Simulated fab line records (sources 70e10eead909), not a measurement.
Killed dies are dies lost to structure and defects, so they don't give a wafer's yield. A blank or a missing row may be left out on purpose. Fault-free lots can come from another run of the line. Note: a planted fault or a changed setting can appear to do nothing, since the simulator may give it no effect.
Which of the tools did it? :: flow nand-harc :: 12 lots with 36 wafers sampled at 3 steps, on a route of 1302 steps

WHAT THE GAUGES SHOWED, per wafer
NHARC_A_CONTACT_CD_MEAS_53.
lot: L075
measured: day 22 03:14
on: cd-sem-01
cd-nm (nm): 289.8 289.4 289.6

lot: L077
measured: day 22 16:56
on: cd-sem-03
cd-nm (nm): 289.0 289.8 289.2

lot: L079
measured: day 24 01:23
on: cd-sem-03
cd-nm (nm): 289.6 289.6 290.5

lot: L080
measured: day 24 13:53
on: cd-sem-02
cd-nm (nm): 290.8 290.1 290.4

lot: L083
measured: day 25 18:20
on: cd-sem-03
cd-nm (nm): 289.6 289.5 290.0

lot: L084
measured: day 25 23:25
on: cd-sem-02
cd-nm (nm): 288.9 290.0 289.8

lot: L088
measured: day 27 13:36
on: cd-sem-02
cd-nm (nm): 289.4 289.6 289.8

lot: L087
measured: day 27 18:12
on: cd-sem-03
cd-nm (nm): 289.7 290.3 289.3

lot: L089
measured: day 28 01:49
on: cd-sem-01
cd-nm (nm): 289.2 289.2 289.8

lot: L095
measured: day 29 19:31
on: cd-sem-02
cd-nm (nm): 288.2 288.9 288.3

lot: L093
measured: day 30 00:01
on: cd-sem-03
cd-nm (nm): 290.0 290.2 290.5

lot: L097
measured: day 31 08:20
on: cd-sem-01
cd-nm (nm): 288.6 289.1 288.7

WHICH TOOL RAN EACH LOT (tool, then ch and the chambers of the sampled wafers, then the start)
lot: L075
NHARC_A_CONTACT_ETCH_122: har-cap-etch-03 ch 0,1, day 22 01:55
NHARC_A_CONTACT_ETCH_90: rie-diel-08 ch 0,1,3, day 22 03:04

lot: L077
NHARC_A_CONTACT_ETCH_122: har-cap-etch-03 ch 1, day 22 15:34
NHARC_A_CONTACT_ETCH_90: rie-diel-09 ch 0,1,2, day 22 16:44

lot: L079
NHARC_A_CONTACT_ETCH_122: har-cap-etch-01 ch 0,1, day 24 00:01
NHARC_A_CONTACT_ETCH_90: rie-diel-09 ch 0,3, day 24 01:09

lot: L080
NHARC_A_CONTACT_ETCH_122: har-cap-etch-01 ch 0,1, day 24 12:35
NHARC_A_CONTACT_ETCH_90: rie-diel-09 ch 2,3, day 24 13:41

lot: L083
NHARC_A_CONTACT_ETCH_122: har-cap-etch-02 ch 0,1, day 25 16:56
NHARC_A_CONTACT_ETCH_90: rie-diel-11 ch 0,2, day 25 18:07

lot: L084
NHARC_A_CONTACT_ETCH_122: har-cap-etch-03 ch 0,1, day 25 22:00
NHARC_A_CONTACT_ETCH_90: rie-diel-11 ch 0,2, day 25 23:10

lot: L088
NHARC_A_CONTACT_ETCH_122: har-cap-etch-03 ch 0,1, day 27 12:16
NHARC_A_CONTACT_ETCH_90: rie-diel-11 ch 2,3, day 27 13:23

lot: L087
NHARC_A_CONTACT_ETCH_122: har-cap-etch-03 ch 0,1, day 27 16:50
NHARC_A_CONTACT_ETCH_90: rie-diel-09 ch 0,2,3, day 27 17:59

lot: L089
NHARC_A_CONTACT_ETCH_122: har-cap-etch-03 ch 0,1, day 28 00:32
NHARC_A_CONTACT_ETCH_90: rie-diel-11 ch 0,3, day 28 01:37

lot: L095
NHARC_A_CONTACT_ETCH_122: har-cap-etch-02 ch 0,1, day 29 18:09
NHARC_A_CONTACT_ETCH_90: rie-diel-08 ch 1,2,3, day 29 19:18

lot: L093
NHARC_A_CONTACT_ETCH_122: har-cap-etch-01 ch 0,1, day 29 22:32
NHARC_A_CONTACT_ETCH_90: rie-diel-09 ch 0,1, day 29 23:41

lot: L097
NHARC_A_CONTACT_ETCH_122: har-cap-etch-03 ch 0,1, day 31 06:58
NHARC_A_CONTACT_ETCH_90: rie-diel-11 ch 1,3, day 31 08:06
- NHARC_A_CONTACT_ETCH_122: etches the open film in C4F8/O2/Ar, time 190 s, target depth 1850 nm.
- NHARC_A_CONTACT_ETCH_90: etches the open film in CH3F/O2, target depth 40 nm, time 85.7 s.

THE ANSWER, worked out from the rows above alone
Rule: the lots themselves supply what counts as usual. The widest of any qualifying gaps counts: lots, ordered by their means at a reading, are off when they make up no more than a third of the lots, leave a main group of 4 or more, and stand apart from it by 3 or more times the standard deviation of that group's means. Not used: any main group whose means are identical at the precision the tables above print for the reading. A lot without any number at a reading at which 4 lots or more have one is off too. All remaining lots with rows at the step are treated as sound.
Nothing can be told from this: no lot is off at any reading shown.

WHAT THE SIMULATOR HAD PUT IN
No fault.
